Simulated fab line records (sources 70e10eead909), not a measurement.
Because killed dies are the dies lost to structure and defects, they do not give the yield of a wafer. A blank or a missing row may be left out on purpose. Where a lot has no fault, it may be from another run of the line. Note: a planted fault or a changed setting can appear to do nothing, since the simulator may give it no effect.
fab line records    flow nand-harc
record lots=6  wafers=18  last-day=30
route steps=1302 shown A_M1@1179 A_BONDPAD@1202 END@1302
lots untouched by any fault: they come from a run of this same line in which no faults occurred
start-h: hours from the record's opening day to when the first of the lot's shown wafers began    wait-h: how many hours have passed since the lot's step before this one    " the same as in the row above    L1.1+2: one row covering several wafers at once    - value missing, or start not given    * or withheld: withheld    < > ~ a bound
route shown NAME@n: NAME is a module with steps in the file, n the number in the route of the first one    usual: mean/standard deviation taken from wafers without a fault    same: alike in all rows    chamber/n: place in a boat    sites: the reading at each site    _std_site: how widely they spread, as a standard deviation    _edge_site: the outer-site mean with the inner-site mean subtracted    radius-mm: for every site, how far away it sits from the centre of the wafer    mask NAME#n: copy n    behind: tool/chamber where the wafer was last shaped    hold: why the lot was held/for how many hours/how that ended    device: whichever transistor did not switch (one of n, p or np)    end of line: the same wafers' tests at the end of the route    for a step that has no rows: nothing shown but its recipe    killed: count of dies lost to structure and defects at first sort (not the wafer's yield)    map: a wafer's dies, x killed, . not, _ none there
set.NAME: the setting the step ran with; set.NAME@STEP: the setting that earlier step ran with    model.NAME: the simulator's own value behind a step, which no gauge read
a table for each step, a row for each wafer; lots at some steps of the route
services: when a tool's chamber went out of use (start-h, in hours from the record's first day, below 0 if earlier), for how many hours, and the reason
## steps
# step NHARC_A_M1_CD_MEAS_09
# recipe target-cd-nm=120  landing-energy-ev=500
# usual cd-nm=120.5/0.63
lot.wafer  tool       chamber  start-h  wait-h  cd-nm
L228.2     cd-sem-03  0        523.45   -       120.7
L228.3     "          0        "        "       121.9
L228.4     "          0        "        "       121.1
L231.2     cd-sem-01  0        564.54   -       121.1
L231.4     "          0        "        "       120.6
L231.6     "          0        "        "       119.9
L237.1     cd-sem-01  0        624.34   -       119.5
L237.4     "          0        "        "       119.6
L237.5     "          0        "        "       119.0
L239.2     cd-sem-02  0        640.51   -       119.6
L239.3     "          0        "        "       120.7
L239.5     "          0        "        "       119.8
L238.1     cd-sem-01  0        645.79   -       119.5
L238.5     "          0        "        "       120.7
L238.6     "          0        "        "       120.0
L244.2     cd-sem-03  0        690.06   -       120.6
L244.5     "          0        "        "       120.5
L244.6     "          0        "        "       121.4
# step NHARC_A_M1_OVL_MEAS_10
# recipe pitch-nm=240
# usual overlay-x-nm=-0.1/0.77  overlay-y-nm=-0.3/0.86
lot.wafer  tool        chamber  start-h  wait-h  overlay-x-nm  overlay-y-nm
L228.2     overlay-02  -        523.54   -       -0.2          -0.6
L228.3     "           -        "        "       -0.4          -0.3
L228.4     "           -        "        "       -0.2          -0.5
L231.2     overlay-01  -        564.63   -       -0.6          -1.1
L231.4     "           -        "        "       -0.7          -1.4
L231.6     "           -        "        "       -1.3          -1.2
L237.1     overlay-02  -        624.43   -       -0.6          -1.2
L237.4     "           -        "        "       -0.7          -0.9
L237.5     "           -        "        "       -0.6          -0.7
L239.2     overlay-02  -        640.61   -       -1.1          -0.2
L239.3     "           -        "        "       -1.6          0.1
L239.5     "           -        "        "       -1.7          0.1
L238.1     overlay-01  -        645.88   -       -0.3          -2.3
L238.5     "           -        "        "       -0.5          -1.9
L238.6     "           -        "        "       -0.5          -2.3
L244.2     overlay-02  -        690.14   -       -0.8          0.3
L244.5     "           -        "        "       0.0           0.0
L244.6     "           -        "        "       -0.2          0.8
# step NHARC_A_M1_INSPECT_11
# usual raw-defect-count=88/25
lot.wafer  tool               chamber  start-h  wait-h  raw-defect-count
L228.2     defect-inspect-02  -        523.57   0.0     75
L228.3     "                  -        "        "       81
L228.4     "                  -        "        "       71
L231.2     defect-inspect-01  -        564.66   0.0     118
L231.4     "                  -        "        "       111
L231.6     "                  -        "        "       115
L237.1     defect-inspect-02  -        624.47   0.0     77
L237.4     "                  -        "        "       80
L237.5     "                  -        "        "       83
L239.2     defect-inspect-02  -        640.64   0.0     64
L239.3     "                  -        "        "       63
L239.5     "                  -        "        "       67
L238.1     defect-inspect-02  -        645.92   0.0     95
L238.5     "                  -        "        "       94
L238.6     "                  -        "        "       105
L244.2     defect-inspect-02  -        690.18   0.0     70
L244.5     "                  -        "        "       68
L244.6     "                  -        "        "       62
# step NHARC_A_M1_DESCUM_14
# recipe time-s=3  o2-flow-sccm=200  ar-flow-sccm=0  bias-power-w=0  chemistry=O2
# usual drypump-motor-current-A=5.9/0.38  o2-flow-sccm=199.9/0.67  oes-product-au=0.999/0.0085  rf-vpp-V=57.8/0.92  showerhead-plenum-p-Torr=1.91/0.074  throttle-valve-pct=11.311/0.0091
lot.wafer  tool         chamber  start-h  wait-h  drypump-motor-current-A  o2-flow-sccm  oes-product-au  rf-hours-counter-h  rf-vpp-V  showerhead-plenum-p-Torr  throttle-valve-pct
L228.4     rie-diel-12  3        523.63   0.1     5.3                      199.6         0.991           2.1                 57.4      1.88                      11.330
L228.3     "            0        "        "       6.2                      200.6         0.991           1.9                 59.2      2.02                      11.311
L228.2     "            2        "        "       5.7                      200.6         0.997           2.1                 58.7      1.96                      11.302
L231.4     rie-diel-03  3        564.72   0.1     5.7                      200.0         1.005           4.8                 55.7      1.79                      11.322
L231.2     "            1        "        "       5.8                      200.3         0.985           4.5                 59.0      1.93                      11.321
L231.6     "            0        "        "       5.4                      199.0         0.998           -                   56.1      1.86                      11.327
L237.4     rie-diel-03  1        624.53   0.1     5.9                      199.1         0.995           8.4                 57.0      1.93                      11.307
L237.1     "            0        "        "       5.4                      199.1         1.012           8.5                 56.7      1.86                      11.314
L237.5     "            1        "        "       5.8                      199.5         0.997           -                   56.0      1.93                      11.325
L239.3     rie-diel-12  3        640.71   0.1     5.3                      200.0         0.982           0.3                 57.5      1.88                      11.303
L239.2     "            1        "        "       6.3                      199.6         1.002           0.4                 59.0      2.05                      11.301
L239.5     "            2        "        "       5.7                      200.4         0.983           -                   57.3      1.96                      11.327
L238.1     rie-diel-03  1        645.98   0.1     5.8                      200.6         0.997           0.0                 59.1      1.93                      11.310
L238.6     "            1        "        "       5.8                      199.6         0.986           -                   58.2      1.93                      11.304
L238.5     "            2        "        "       6.3                      199.8         1.006           -                   57.8      1.91                      11.332
L244.2     rie-diel-03  3        690.25   0.1     5.7                      200.1         1.019           2.4                 57.0      1.78                      11.307
L244.5     "            1        "        "       5.9                      199.0         1.006           -                   57.1      1.93                      11.318
L244.6     "            2        "        "       6.3                      200.4         1.006           -                   57.2      1.91                      11.323
# step NHARC_A_M1_ETCH_35
# recipe target-depth-a=400  overetch-a=120  time-s=43.94  ion-energy-ev=200  n2-flow-sccm=150  h2-flow-sccm=150  ar-flow-sccm=0  rf-w=400  bias-w=150  chemistry=N2/H2
# step NHARC_A_M1_ETCH_15
# recipe target-depth-a=1825  time-s=91.2  c4f8-flow-sccm=withheld  ar-flow-sccm=400  rf-w=600  bias-w=300  chemistry=C4F8/Ar
# step NHARC_A_M1_CD_MEAS_16
# usual cd-nm=120.6/0.84
lot.wafer  tool       chamber  start-h  wait-h  cd-nm
L228.2     cd-sem-02  -        523.94   -       121.1
L228.3     "          -        "        "       122.1
L228.4     "          -        "        "       120.7
L231.2     cd-sem-03  -        565.48   -       121.9
L231.4     "          -        "        "       119.5
L231.6     "          -        "        "       120.3
L237.1     cd-sem-01  -        624.85   -       119.3
L237.4     "          -        "        "       120.1
L237.5     "          -        "        "       119.7
L239.2     cd-sem-03  -        641.01   -       119.7
L239.3     "          -        "        "       121.1
L239.5     "          -        "        "       120.4
L238.1     cd-sem-03  -        646.28   -       120.0
L238.5     "          -        "        "       121.7
L238.6     "          -        "        "       120.0
L244.2     cd-sem-01  -        690.54   -       120.5
L244.5     "          -        "        "       120.9
L244.6     "          -        "        "       122.5
# step NHARC_A_M1_STRIP_18
# recipe power-w=1000  n2-flow-sccm=150  h2-flow-sccm=150  ar-flow-sccm=0  bias-w=0  chemistry=N2/H2
# step NHARC_A_M1_ETCH_28
# recipe target-depth-a=300  over-etch-frac=0.3  time-s=72.99  ion-energy-ev=150  cf4-flow-sccm=50  n2-flow-sccm=100  ar-flow-sccm=150  rf-w=300  bias-w=100  chemistry=CF4/N2
# step NHARC_A_M1_STRIP_19
# recipe time-s=600  temp-c=30  chemistry=post-etch-residue-remover
# step NHARC_A_M1_DEGAS_29
# recipe temp-c=250  time-s=60
# step NHARC_A_M1_PRE_CLEAN_30
# recipe time-s=30  temp-c=280  gas=H2/He
# step NHARC_A_M1_PVD_20
# recipe target-thk-a=50  bias-v=168.6  power-w=15000  chamber-pressure-pa=0.12  time-s=8.06  substrate-temp-c=50  material=TaN
# usual throttle-valve-pct=30.7/0.86
lot.wafer  tool            chamber  start-h  wait-h  throttle-valve-pct
L228.2     pvd-sputter-02  -        524.76   -       31.3
L228.4     "               -        "        "       30.5
L228.3     "               -        "        "       29.3
L231.2     pvd-sputter-03  -        566.31   -       30.5
L231.4     "               -        "        "       31.7
L231.6     "               -        "        "       30.9
L237.4     pvd-sputter-03  -        625.74   -       30.4
L237.1     "               -        "        "       31.4
L237.5     "               -        "        "       31.6
L239.3     pvd-sputter-01  -        641.85   -       29.8
L239.2     "               -        "        "       30.9
L239.5     "               -        "        "       29.6
L238.1     pvd-sputter-03  -        647.19   -       31.4
L238.6     "               -        "        "       31.0
L238.5     "               -        "        "       30.6
L244.2     pvd-sputter-01  -        691.40   -       29.6
L244.5     "               -        "        "       30.9
L244.6     "               -        "        "       31.7
# step NHARC_A_M1_PVD_21
# recipe target-thk-a=300  chamber-pressure-pa=5  power-w=5000  substrate-temp-c=30  time-s=20.49  material=Cu
# step NHARC_A_M1_ECD_22
# recipe target-thk-a=4000  bath-temp-c=25  material=Cu
# step NHARC_A_M1_ANNEAL_31
# recipe temp-c=225  time-s=90
# step NHARC_A_M1_CMP_23
# recipe t-overpolish-s=20  target-thk-nm=154.34
# step NHARC_A_M1_THK_MEAS_24
# recipe thk-meas-gauge=xrf
# usual thk-nm=154.0/1.4
lot.wafer  tool           chamber  start-h  wait-h  thk-nm
L228.2     film-metro-01  -        526.05   -       153.0
L228.3     "              -        "        "       154.8
L228.4     "              -        "        "       155.1
L231.2     film-metro-02  -        567.58   -       153.2
L231.4     "              -        "        "       152.6
L231.6     "              -        "        "       155.5
L237.1     film-metro-01  -        627.01   -       152.0
L237.4     "              -        "        "       154.6
L237.5     "              -        "        "       155.1
L239.2     film-metro-02  -        643.13   -       152.4
L239.3     "              -        "        "       154.0
L239.5     "              -        "        "       155.0
L238.1     film-metro-01  -        648.43   -       155.2
L238.5     "              -        "        "       153.3
L238.6     "              -        "        "       153.9
L244.2     film-metro-02  -        692.65   -       153.3
L244.5     "              -        "        "       154.7
L244.6     "              -        "        "       154.2
# step NHARC_A_M1_SRD_25
# step NHARC_A_M1_PRE_CLEAN_32
# recipe time-s=12  temp-c=370  rf-power-w=300  gas=NH3
# usual heater-power-w=620/90
lot.wafer  tool      chamber  start-h  wait-h  heater-power-w
L228.3     pecvd-03  2        526.53   0.3     668
L228.2     "         0        "        "       482
L228.4     "         1        "        "       658
L231.2     pecvd-03  1        567.83   0.1     615
L231.6     "         0        "        "       512
L231.4     "         1        "        "       623
L237.1     pecvd-02  1        627.26   0.1     781
L237.4     "         2        "        "       666
L237.5     "         1        "        "       771
L239.2     pecvd-02  2        643.39   0.1     669
L239.3     "         0        "        "       487
L239.5     "         1        "        "       644
L238.1     pecvd-02  1        649.01   0.4     800
L238.5     "         0        "        "       492
L238.6     "         1        "        "       790
L244.2     pecvd-03  1        692.90   0.1     701
L244.6     "         2        "        "       681
L244.5     "         1        "        "       696
# step NHARC_A_M1_DEP_33
# recipe target-thk-a=300  temp-c=370  target-thk-nm=30  pressure-torr=3  flow-sccm=200  rf-w=450  material=SiCN
# step NHARC_A_BONDPAD_DEP_00
# recipe target-thk-a=2500  temp-c=370  target-thk-nm=250  pressure-torr=3  flow-sccm=200  rf-w=450  material=SiCN
# usual heater-power-w=576/100
lot.wafer  tool      chamber  start-h  wait-h  heater-power-w
L228.2     pecvd-02  1        527.14   -       681
L228.3     "         0        "        "       455
L228.4     "         2        "        "       575
L231.2     pecvd-01  1        568.51   -       620
L231.4     "         2        "        "       350
L231.6     "         1        "        "       638
L237.1     pecvd-01  1        627.92   -       625
L237.4     "         0        "        "       687
L237.5     "         1        "        "       630
L239.3     pecvd-02  1        -        -       678
L239.2     "         2        "        "       562
L239.5     "         1        "        "       681
L238.1     pecvd-02  2        -        -       566
L238.5     "         0        "        "       490
L238.6     "         1        "        "       653
L244.2     pecvd-04  1        693.51   -       593
L244.6     "         1        "        "       618
L244.5     "         2        "        "       634
# step NHARC_A_BONDPAD_CMP_29
# recipe target-thk-nm=200  material=SiCN
# step NHARC_A_BONDPAD_THK_MEAS_30
# recipe thk-meas-gauge=ellipsometry
# usual thk-nm=199.7/1.5
lot.wafer  tool           chamber  start-h  wait-h  thk-nm
L228.2     film-metro-01  -        527.81   0.2     200.0
L228.3     "              -        "        "       198.7
L228.4     "              -        "        "       199.2
L231.2     film-metro-01  -        569.24   0.2     200.9
L231.4     "              -        "        "       196.8
L231.6     "              -        "        "       201.0
L237.1     film-metro-01  -        628.53   0.2     202.1
L237.4     "              -        "        "       202.4
L237.5     "              -        "        "       199.9
L239.2     film-metro-01  -        644.66   0.2     198.7
L239.3     "              -        "        "       198.3
L239.5     "              -        "        "       198.1
L238.1     film-metro-01  -        650.29   0.2     199.3
L238.5     "              -        "        "       199.4
L238.6     "              -        "        "       199.3
L244.2     film-metro-02  -        694.16   0.2     197.2
L244.5     "              -        "        "       201.6
L244.6     "              -        "        "       197.1
# step NHARC_A_BONDPAD_SRD_31
# step NHARC_A_BONDPAD_DEHYDRATE_01
# recipe temp-c=150  time-s=120
# step NHARC_A_BONDPAD_HMDS_02
# recipe time-s=30
# step NHARC_A_BONDPAD_COAT_33
# recipe temp-c=200  time-s=65
# step NHARC_A_BONDPAD_COAT_03
# recipe spin-rpm=2000  resist-thk-nm=600
# step NHARC_A_BONDPAD_SOFTBAKE_04
# recipe temp-c=125  time-s=70
# step NHARC_A_BONDPAD_EBR_05
# step NHARC_A_BONDPAD_EXPOSE_06
# recipe na=0.55  dose-mj=36.99  mask-id=A_BPAD
# step NHARC_A_BONDPAD_PEB_07
# recipe peb-temp-c=128  peb-time-s=80
# step NHARC_A_BONDPAD_DEVELOP_08
# recipe time-s=50  dev-temp-c=22
# step NHARC_A_BONDPAD_CD_MEAS_09
# recipe target-cd-nm=500  landing-energy-ev=500
# usual cd-nm=499.3/1.8
lot.wafer  tool       chamber  start-h  wait-h  cd-nm
L228.2     cd-sem-03  0        528.25   -       502.0
L228.3     "          0        "        "       501.8
L228.4     "          0        "        "       500.8
L231.2     cd-sem-01  0        569.80   -       499.0
L231.4     "          0        "        "       500.0
L231.6     "          0        "        "       499.1
L237.1     cd-sem-01  0        629.13   -       499.7
L237.4     "          0        "        "       500.0
L237.5     "          0        "        "       498.4
L239.2     cd-sem-02  0        645.13   -       501.5
L239.3     "          0        "        "       500.7
L239.5     "          0        "        "       496.0
L238.1     cd-sem-01  0        650.88   -       497.0
L238.5     "          0        "        "       495.9
L238.6     "          0        "        "       497.3
L244.2     cd-sem-01  0        694.61   -       498.0
L244.5     "          0        "        "       501.1
L244.6     "          0        "        "       500.9
# step NHARC_A_BONDPAD_OVL_MEAS_35
# usual overlay-x-nm=-1/5.7  overlay-y-nm=2/7
lot.wafer  tool        chamber  start-h  wait-h  overlay-x-nm  overlay-y-nm
L228.2     overlay-02  -        528.34   -       -2            8
L228.3     "           -        "        "       -2            8
L228.4     "           -        "        "       -2            8
L231.2     overlay-01  -        569.89   -       6             1
L231.4     "           -        "        "       7             1
L231.6     "           -        "        "       7             1
L237.1     overlay-02  -        629.21   -       0             6
L237.4     "           -        "        "       0             6
L237.5     "           -        "        "       0             6
L239.2     overlay-02  -        645.21   -       -5            -3
L239.3     "           -        "        "       -5            -3
L239.5     "           -        "        "       -5            -3
L238.1     overlay-01  -        650.96   -       8             9
L238.5     "           -        "        "       8             9
L238.6     "           -        "        "       8             8
L244.2     overlay-02  -        694.69   -       -1            12
L244.5     "           -        "        "       0             11
L244.6     "           -        "        "       0             12
# step NHARC_A_BONDPAD_HARDBAKE_10
# recipe temp-c=118  time-s=65
# step NHARC_A_BONDPAD_DESCUM_11
# recipe time-s=3  o2-flow-sccm=200  ar-flow-sccm=0  bias-power-w=0  chemistry=O2
# usual drypump-motor-current-A=5.9/0.35  o2-flow-sccm=200.0/0.56  oes-product-au=1.003/0.0088  rf-vpp-V=57.9/0.92  showerhead-plenum-p-Torr=1.93/0.085  throttle-valve-pct=11.311/0.0091
lot.wafer  tool         chamber  start-h  wait-h  drypump-motor-current-A  o2-flow-sccm  oes-product-au  rf-hours-counter-h  rf-vpp-V  showerhead-plenum-p-Torr  throttle-valve-pct
L228.2     rie-diel-07  2        528.46   -       6.1                      200.7         1.004           1                   59.4      2.05                      11.324
L228.4     "            3        "        "       5.9                      198.9         0.992           1                   57.1      1.92                      11.320
L228.3     "            1        "        "       6.3                      200.0         0.996           1                   57.4      1.90                      11.306
L231.4     rie-diel-07  1        570.02   -       6.3                      200.9         1.002           3                   58.1      1.90                      11.313
L231.2     "            2        "        "       6.1                      200.6         0.987           2                   59.1      2.05                      11.320
L231.6     "            0        "        "       5.8                      199.7         1.015           -                   58.1      1.84                      11.314
L237.1     rie-diel-07  3        629.35   -       5.9                      200.5         0.985           4                   57.5      1.92                      11.298
L237.4     "            1        "        "       6.3                      199.1         1.003           5                   58.9      1.90                      11.310
L237.5     "            3        "        "       5.9                      200.5         0.996           -                   58.2      1.92                      11.316
L239.2     rie-diel-07  0        645.35   -       5.7                      199.5         1.005           6                   57.8      1.84                      11.322
L239.3     "            1        "        "       6.3                      201.0         0.999           5                   58.0      1.90                      11.316
L239.5     "            3        "        "       5.9                      200.5         0.996           -                   58.2      1.92                      11.309
L238.1     rie-diel-01  2        651.12   -       4.9                      200.4         1.004           15                  57.6      1.92                      11.316
L238.6     "            3        "        "       6.3                      201.1         1.018           -                   56.5      1.82                      11.313
L238.5     "            0        "        "       6.0                      200.7         1.014           -                   58.5      1.80                      11.309
L244.2     rie-diel-11  1        694.81   -       5.8                      200.4         0.990           25                  57.1      1.82                      11.318
L244.6     "            1        "        "       5.8                      198.9         0.997           -                   58.6      1.82                      11.311
L244.5     "            2        "        "       5.5                      200.8         1.006           -                   59.3      2.07                      11.317
# step NHARC_A_BONDPAD_ETCH_34
# recipe target-depth-a=600  overetch-a=180  time-s=65.91  ion-energy-ev=200  n2-flow-sccm=150  h2-flow-sccm=150  ar-flow-sccm=0  rf-w=400  bias-w=150  chemistry=N2/H2
# step NHARC_A_BONDPAD_ETCH_12
# recipe target-depth-a=2200  time-s=110  chf3-flow-sccm=50  o2-flow-sccm=10  ar-flow-sccm=200  rf-w=500  bias-w=200  chemistry=CHF3/O2
# usual bias-w=200.0/0.64  chf3-flow-sccm=50.00/0.13  drypump-motor-current-A=5.9/0.36  o2-flow-sccm=10.001/0.028  oes-product-au=0.952/0.022  rf-vpp-V=370.9/2.3  showerhead-plenum-p-Torr=2.42/0.1  throttle-valve-pct=20.573/0.0088
lot.wafer  tool         chamber  start-h  wait-h  bias-w  chf3-flow-sccm  drypump-motor-current-A  o2-flow-sccm  oes-product-au  rf-hours-counter-h  rf-vpp-V  showerhead-plenum-p-Torr  throttle-valve-pct
L228.3     rie-diel-07  0        -        -       200.4   50.06           5.7                      10.017        0.990           1                   367.9     2.32                      20.564
L228.2     "            1        "        "       200.0   50.07           6.3                      9.994         0.981           1                   368.7     2.38                      20.568
L228.4     "            2        "        "       200.8   50.11           6.1                      10.022        0.965           1                   374.6     2.57                      20.565
L231.4     rie-diel-07  3        -        -       200.6   50.13           5.9                      9.912         0.914           2                   370.4     2.41                      20.585
L231.2     "            0        "        "       199.7   49.84           5.7                      10.008        0.962           3                   368.5     2.32                      20.571
L231.6     "            3        "        "       200.8   49.94           5.9                      9.984         0.927           -                   369.6     2.41                      20.570
L237.4     rie-diel-07  0        -        -       200.7   49.95           5.7                      10.044        0.955           5                   370.4     2.32                      20.586
L237.1     "            1        "        "       201.2   50.08           6.3                      10.001        0.946           5                   370.6     2.38                      20.559
L237.5     "            3        "        "       199.4   49.70           5.9                      9.998         0.946           -                   370.9     2.41                      20.580
L239.2     rie-diel-07  1        -        -       199.8   50.01           6.3                      10.019        0.938           5                   371.1     2.38                      20.557
L239.3     "            0        "        "       198.7   49.92           5.7                      10.019        0.936           6                   368.6     2.31                      20.579
L239.5     "            2        "        "       200.9   49.88           6.1                      9.934         0.942           -                   373.9     2.57                      20.570
L238.1     rie-diel-01  0        -        -       199.2   50.04           6.0                      9.953         0.939           15                  368.1     2.27                      20.580
L238.6     "            3        "        "       201.1   50.00           6.3                      10.031        0.945           -                   367.8     2.29                      20.571
L238.5     "            0        "        "       198.7   50.25           6.0                      10.033        0.927           -                   367.0     2.27                      20.586
L244.2     rie-diel-11  0        -        -       199.0   50.08           6.3                      9.968         0.920           23                  369.3     2.33                      20.569
L244.5     "            3        "        "       200.2   49.89           5.4                      9.982         0.938           -                   374.2     2.54                      20.606
L244.6     "            0        "        "       199.9   50.18           6.3                      9.998         0.916           -                   369.0     2.33                      20.558
# step NHARC_END_SORT_01
# recipe temp-c=25
# usual defect-limited-yield=90.2/2.3  killed-at-array=62/15  killed-at-other=0.8/1  killed-at-periphery=3.7/2.6  killed-dies=66/15  killed-open=3.1/1.8  killed-short=2.6/1.7
# same gross-dies=677
lot.wafer  tool       chamber  start-h  wait-h  defect-limited-yield[%]  killed-at-array  killed-at-other  killed-at-periphery  killed-dies  killed-open  killed-short
L237.1     prober-02  0        659.57   2.4     80.9                     123              2                4                    129          2            4
L237.4     prober-02  0        661.98   3.4     85.4                     93               0                6                    99           1            0
L237.5     prober-02  0        662.78   3.7     82.3                     115              1                4                    120          4            3
L239.2     prober-01  0        675.37   2.8     93.5                     40               2                2                    44           2            2
L239.3     prober-01  0        676.16   3.1     93.1                     42               1                4                    47           1            6
L239.5     prober-01  0        677.75   3.7     91.4                     53               1                4                    58           4            6
L238.1     prober-01  0        682.31   2.5     81.2                     124              0                3                    127          2            0
L238.5     prober-01  0        685.52   3.7     77.8                     148              0                2                    150          2            3
L238.6     prober-01  0        686.33   4.0     83.3                     112              0                1                    113          7            1
# killed by level:class
L237.1 A_M1:unspecified=67 A_SLIT:chamber-film-flake=32 A_CHANNEL_HOLE_D2:chamber-film-flake=13 A_CONTACT:chamber-film-flake=3 A_ONON_D2:geometric-particle:short=2 A_M0:geometric-particle:short=2 P_STI:chamber-film-flake=2 THIN_TSV:chamber-film-flake=2
L237.4 A_M1:unspecified=54 A_SLIT:chamber-film-flake=24 A_CHANNEL_HOLE_D2:chamber-film-flake=6 A_CHANNEL_HOLE_D1:chamber-film-flake=3 A_CONTACT:chamber-film-flake=3 P_STI:chamber-film-flake=2 P_M2:chamber-film-flake=2 P_CONTACT:geometric-particle:open=1
L237.5 A_M1:unspecified=56 A_SLIT:chamber-film-flake=34 A_CHANNEL_HOLE_D2:chamber-film-flake=10 A_CHANNEL_HOLE_D1:chamber-film-flake=7 P_STI:chamber-film-flake=4 A_ONON_D2:geometric-particle:open=2 A_ONON_D1:geometric-particle:open=1 A_DECK1_JOINT:geometric-particle:short=1
L239.2 A_CHANNEL_HOLE_D1:chamber-film-flake=25 A_SGD_CUT:chamber-film-flake=3 A_CONTACT:chamber-film-flake=3 P_GATE:chamber-film-flake=2 A_SLIT:chamber-film-flake=2 A_ONON_D2:geometric-particle:short=1 A_CHANNEL_HOLE_D2:geometric-particle:short=1 A_BLC:geometric-particle:open=1
L239.3 A_CHANNEL_HOLE_D1:chamber-film-flake=25 A_CONTACT:chamber-film-flake=5 A_WL_FILL:geometric-particle:short=2 P_GATE:chamber-film-flake=2 A_CHANNEL_HOLE_D2:chamber-film-flake=2 A_STAIRCASE:chamber-film-flake=2 P_M1:geometric-particle:short=1 P_M2:geometric-particle:short=1
L239.5 A_CHANNEL_HOLE_D1:chamber-film-flake=27 A_CONTACT:chamber-film-flake=5 A_CHANNEL_HOLE_D2:chamber-film-flake=3 A_WL_FILL:chamber-film-flake=3 A_M1:chamber-film-flake=3 P_M0:geometric-particle:short=2 A_DECK1_JOINT:chamber-film-flake=2 A_CHANNEL_HOLE_D1:geometric-particle:open=1
L238.1 A_M1:unspecified=66 A_CHANNEL_HOLE_D1:chamber-film-flake=25 A_CHANNEL_HOLE_D2:chamber-film-flake=16 A_CONTACT:chamber-film-flake=6 A_SLIT:chamber-film-flake=3 A_STAIRCASE:chamber-film-flake=2 A_WL_FILL:chamber-film-flake=2 A_M1:chamber-film-flake=2
L238.5 A_M1:unspecified=88 A_CHANNEL_HOLE_D1:chamber-film-flake=25 A_CHANNEL_HOLE_D2:chamber-film-flake=15 A_CONTACT:chamber-film-flake=4 A_CHANNEL_FILL_D1:chamber-film-flake=4 A_M1:chamber-film-flake=3 A_ONON_D1:geometric-particle:short=1 A_CHANNEL_HOLE_D1:geometric-particle:short=1
L238.6 A_M1:unspecified=47 A_CHANNEL_HOLE_D1:chamber-film-flake=27 A_CHANNEL_HOLE_D2:chamber-film-flake=19 A_CONTACT:chamber-film-flake=9 A_ONON_D1:geometric-particle:open=2 A_BLC:geometric-particle:open=2 A_DECK1_JOINT:geometric-particle:open=1 A_ONON_D2:geometric-particle:open=1
# map L237.1 (x killed, . not)
____________x____________
_________xxxxxxx_________
_______.xxxxxxxxx._______
______.x..xxxxxxx..______
_____...xxxxxxxxx..._____
____.....xxxxxxxx....____
____.....xxxxxxx.....____
___....x.xxxxxxxx.....___
___......xxxxxx.x.....___
__...........xx........__
__.........x...........__
_..x...................._
_......................._
_...................x..._
_...........x......x...._
_.................x....._
................x...x....
..................x.x....
.................x.xxx...
................x....x...
..................xx.x...
_...x...............x..._
_...................x..._
_.................x...x._
_..............x.x......_
_x...............x.x...._
__.........x.....xx....__
__............x.xxxx...__
___...........xxx.....___
___...........xxxxxx..___
____..........x.xxxxx____
____.....x....x.xxx..____
_____........xx...x._____
______........x..x.______
_______..........._______
_________......._________
____________.____________
# map L238.5 (x killed, . not)
____________.____________
_________......._________
_______..........._______
______.............______
_____..............._____
____.............x..x____
____.................____
___...................___
___..x................___
__.....................__
__.....................__
_.xxx.............x....._
_xx....................._
_xxx...................._
_xxx..............xx...._
_xxxx........xx........._
xxx.xx...........x.xxx...
xxxx...x..x...x...xx.....
..xx....x.........x..xx..
.............x....x......
..x..............x.......
_x.x........x......x...._
_.x...........x........._
_......xx...x........x.._
_.....x.xxx.xx.....x...._
_....x.xxxxxxx.........._
__.....xxxxxxxx.......x__
__.....xxxxxxx.........__
___..xx.xxxxxxx.......___
___....xxxxxxxx.......___
____.x.xxxxxxxxx.....____
____.xxxxxxxxx.......____
_____...xxxxxx......_____
______..xxxxxx.x..x______
_______.x.xxx.x..._______
_________.xxx..._________
____________.____________
## services
tool            chamber  start-h  hours  kind
rie-diel-03     2        503.65   16.3   repair
pecvd-02        0        510.27   3.6    repair
pecvd-03        -        510.30   13.2   repair
pvd-sputter-03  -        525.09   1.0    repair
pvd-sputter-03  -        526.10   10.0   pm
rie-diel-12     3        546.12   16.8   repair
rie-diel-07     -        547.11   0.3    repair
pecvd-03        -        547.56   13.0   pm
pvd-sputter-03  -        548.23   4.0    repair
rie-diel-07     3        553.76   14.2   repair
rie-diel-01     -        557.82   9.0    pm
pecvd-02        1        559.37   4.9    repair
pecvd-02        -        572.78   1.7    repair
rie-diel-11     2        580.32   2.7    repair
pvd-sputter-01  -        584.22   10.0   pm
rie-diel-03     0        586.87   1.5    repair
pecvd-02        -        590.01   13.0   pm
pecvd-03        2        598.88   3.7    repair
rie-diel-11     -        610.70   9.0    pm
rie-diel-03     0        626.34   4.5    repair
rie-diel-03     -        635.30   9.0    pm
rie-diel-07     -        648.20   9.0    pm
rie-diel-03     2        684.99   1.5    repair
rie-diel-07     1        688.24   2.2    repair
## key
first-sign step=NHARC_END_SORT_01  reading=killed-at-array  direction=up  sigmas=3.8  usual=62  struck=119
effect step=NHARC_END_SORT_01  reading=killed-dies  direction=up  sigmas=3.7  usual=66  struck=123
more-kills-born-at NHARC_A_M1_PVD_20@pvd-sputter-03=378
met-at NHARC_A_M1_PVD_20
struck-wafers L237.1,L237.4,L237.5,L238.1,L238.5,L238.6
onset-between 566.31 625.74
fault kind=chamber-particle-source  tool=pvd-sputter-03  chamber=-  onset-h=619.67  steps=NHARC_A_M1_PVD_20  rate-per-visit-cm2=1.0176  end-h=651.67
